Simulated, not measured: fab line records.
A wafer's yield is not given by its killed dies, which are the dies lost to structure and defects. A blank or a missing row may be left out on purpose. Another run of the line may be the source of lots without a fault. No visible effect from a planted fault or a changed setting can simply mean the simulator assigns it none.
What tool caused it? | flow nandHarc | Sampling: 24 lots, 72 wafers, 3 of 1302 route steps

WHAT THE GAUGES SHOWED, per wafer
NHARC_P_M1_INSPECT_27.
lot  | measured     | on               | rawDefectCount
L074 | day 6 10:10  | defectInspect-02 | 270 505 579
L076 | day 7 00:16  | defectInspect-01 | 122 179 157
L075 | day 7 01:01  | defectInspect-01 | 301 218 260
L077 | day 7 12:04  | defectInspect-01 | 192 290 196
L078 | day 8 01:11  | defectInspect-01 | 641 751 346
L079 | day 8 11:45  | defectInspect-01 | 235 204 242
L080 | day 8 19:22  | defectInspect-01 | 310 395 288
L081 | day 9 10:47  | defectInspect-02 | 360 272 309
L082 | day 9 11:37  | defectInspect-02 | 629 480 311
L083 | day 10 01:13 | defectInspect-02 | 155 175 226
L084 | day 10 10:02 | defectInspect-02 | 280 254 279
L085 | day 10 23:45 | defectInspect-01 | 155 262 254
L086 | day 11 03:20 | defectInspect-02 | 242 317 365
L087 | day 11 16:28 | defectInspect-02 | 370 287 634
L089 | day 12 10:48 | defectInspect-02 | 230 502 440
L088 | day 12 16:29 | defectInspect-02 | 296 284 224
L090 | day 12 23:08 | defectInspect-01 | 303 279 355
L091 | day 13 14:28 | defectInspect-02 | 534 431 887
L092 | day 14 00:38 | defectInspect-02 | 338 295 429
L093 | day 14 05:14 | defectInspect-01 | 358 528 222
L094 | day 14 16:38 | defectInspect-02 | 452 284 157
L095 | day 14 22:15 | defectInspect-02 | 157 198 195
L097 | day 15 20:21 | defectInspect-01 | 154 170 184
L096 | day 16 21:59 | defectInspect-02 | 485 279 250

NHARC_P_M2_INSPECT_27.
lot  | measured     | on               | rawDefectCount
L074 | day 6 14:16  | defectInspect-01 | 355 264 613
L076 | day 7 04:31  | defectInspect-02 | 198 298 373
L075 | day 7 05:16  | defectInspect-02 | 109 247 184
L077 | day 7 16:14  | defectInspect-02 | 251 314 557
L078 | day 8 05:16  | defectInspect-01 | 346 333 315
L079 | day 8 15:56  | defectInspect-01 | 415 267 288
L080 | day 8 23:23  | defectInspect-01 | 551 439 623
L081 | day 9 14:49  | defectInspect-02 | 360 408 304
L082 | day 9 15:46  | defectInspect-02 | 187 243 192
L083 | day 10 05:25 | defectInspect-02 | 342 317 240
L084 | day 10 14:19 | defectInspect-02 | 286 347 303
L085 | day 11 03:52 | defectInspect-02 | 375 281 190
L086 | day 11 07:27 | defectInspect-01 | 190 450 343
L087 | day 11 20:36 | defectInspect-01 | 236 477 312
L089 | day 12 14:58 | defectInspect-02 | 186 198 304
L088 | day 12 20:49 | defectInspect-02 | 395 353 454
L090 | day 13 03:23 | defectInspect-02 | 187 161 164
L091 | day 13 18:37 | defectInspect-01 | 271 211 198
L092 | day 14 04:53 | defectInspect-01 | 231 166 119
L093 | day 14 09:21 | defectInspect-02 | 254 269 363
L094 | day 14 20:47 | defectInspect-02 | 323 292 179
L095 | day 15 02:22 | defectInspect-02 | 509 747 379
L097 | day 16 00:23 | defectInspect-02 | 138 322 234
L096 | day 17 02:09 | defectInspect-02 | 349 423 227

EACH LOT AND THE TOOL THAT RAN IT (in order: tool; ch and the chambers of the sampled wafers; start)
lot  | NHARC_P_M0_ETCH_15
L074 | rieDiel-12 ch 0,1, day 6 10:10 or earlier
L076 | rieDiel-07 ch 2,3, day 7 00:16 or earlier
L075 | rieDiel-12 ch 1,3, day 7 01:01 or earlier
L077 | rieDiel-07 ch 2,3, day 7 12:04 or earlier
L078 | rieDiel-07 ch 0,1,3, day 8 01:11 or earlier
L079 | rieDiel-07 ch 2,3, day 8 11:45 or earlier
L080 | rieDiel-07 ch 1,2,3, day 8 19:22 or earlier
L081 | rieDiel-11 ch 1,3, day 9 10:47 or earlier
L082 | rieDiel-07 ch 0,2,3, day 9 11:37 or earlier
L083 | rieDiel-07 ch 0,2, day 10 01:13 or earlier
L084 | rieDiel-11 ch 0,2,3, day 10 10:02 or earlier
L085 | rieDiel-11 ch 0,1,3, day 10 23:45 or earlier
L086 | rieDiel-07 ch 0,1, day 11 03:20 or earlier
L087 | rieDiel-07 ch 1,2,3, day 11 16:28 or earlier
L089 | rieDiel-07 ch 0,1, day 12 10:48 or earlier
L088 | rieDiel-07 ch 0,1,2, day 12 16:29 or earlier
L090 | rieDiel-07 ch 0,2,3, day 12 23:08 or earlier
L091 | rieDiel-07 ch 0,1,3, day 13 14:28 or earlier
L092 | rieDiel-11 ch 0,1, day 14 00:38 or earlier
L093 | rieDiel-07 ch 0,1,2, day 14 05:14 or earlier
L094 | rieDiel-11 ch 2,3, day 14 16:38 or earlier
L095 | rieDiel-12 ch 0,1, day 14 22:15 or earlier
L097 | rieDiel-11 ch 1,2,3, day 15 20:21 or earlier
L096 | rieDiel-11 ch 0,1, day 16 21:59 or earlier
- NHARC_P_M0_ETCH_15: etches the open film in C4F8/Ar, target depth 150 nm, overetch 15 nm, time 82.5 s.

AS READ BY THE TOOLS THEMSELVES (means over the sampled wafers that have a number; for cases with no such wafer, the mark the record gives instead)
NHARC_P_M0_ETCH_15.
lot  | tool       | oesProductAu (a.u.) | rfFwdPowerW (W) | rfVppV (V)
L074 | rieDiel-12 | 0.966               | 598.7           | 440.3
L076 | rieDiel-07 | 0.970               | 594.8           | 442.9
L075 | rieDiel-12 | 0.953               | 595.1           | 440.7
L077 | rieDiel-07 | 0.972               | 598.5           | 443.0
L078 | rieDiel-07 | 0.984               | 596.7           | 441.6
L079 | rieDiel-07 | 0.978               | 594.3           | 443.0
L080 | rieDiel-07 | 0.968               | 594.8           | 443.8
L081 | rieDiel-11 | 0.920               | 595.0           | 441.5
L082 | rieDiel-07 | 0.974               | 596.6           | 442.0
L083 | rieDiel-07 | 0.950               | 595.0           | 441.5
L084 | rieDiel-11 | 0.938               | 596.3           | 442.4
L085 | rieDiel-11 | 0.924               | 594.4           | 443.2
L086 | rieDiel-07 | 0.985               | 594.2           | 441.1
L087 | rieDiel-07 | 0.928               | 595.1           | 442.9
L089 | rieDiel-07 | 0.976               | 597.0           | 439.3
L088 | rieDiel-07 | 0.928               | 597.8           | 441.3
L090 | rieDiel-07 | 0.956               | 596.1           | 442.4
L091 | rieDiel-07 | 0.967               | 596.9           | 442.7
L092 | rieDiel-11 | 0.982               | 596.0           | 442.9
L093 | rieDiel-07 | 0.955               | 596.5           | 442.2
L094 | rieDiel-11 | 0.968               | 594.4           | 440.8
L095 | rieDiel-12 | 0.943               | 595.9           | 441.4
L097 | rieDiel-11 | 0.945               | 596.1           | 441.8
L096 | rieDiel-11 | 0.918               | 594.3           | 443.2

THE ANSWER, worked out from the rows above alone
Rule: usual is defined by the lots themselves. The widest of any qualifying gaps counts: lots, ordered by their means at a reading, are off when they make up no more than a third of the lots, leave a main group of 4 or more, and stand apart from it by 3 or more times the standard deviation of that group's means. Not used: any main group whose means are identical at the precision the tables above print for the reading. A lot without any number at a reading at which 4 lots or more have one is off too. All remaining lots with rows at the step are treated as sound. After the gauges, taken in route order, come the tools' own readings; for these a lot's mean is taken, as printed above. The first step at which some lot is off is used, and at that step the reading that is off furthest; a lot without a number counts as furthest.
Nothing can be told from this: no lot is off at any reading shown.

WHAT THE SIMULATOR HAD INSERTED
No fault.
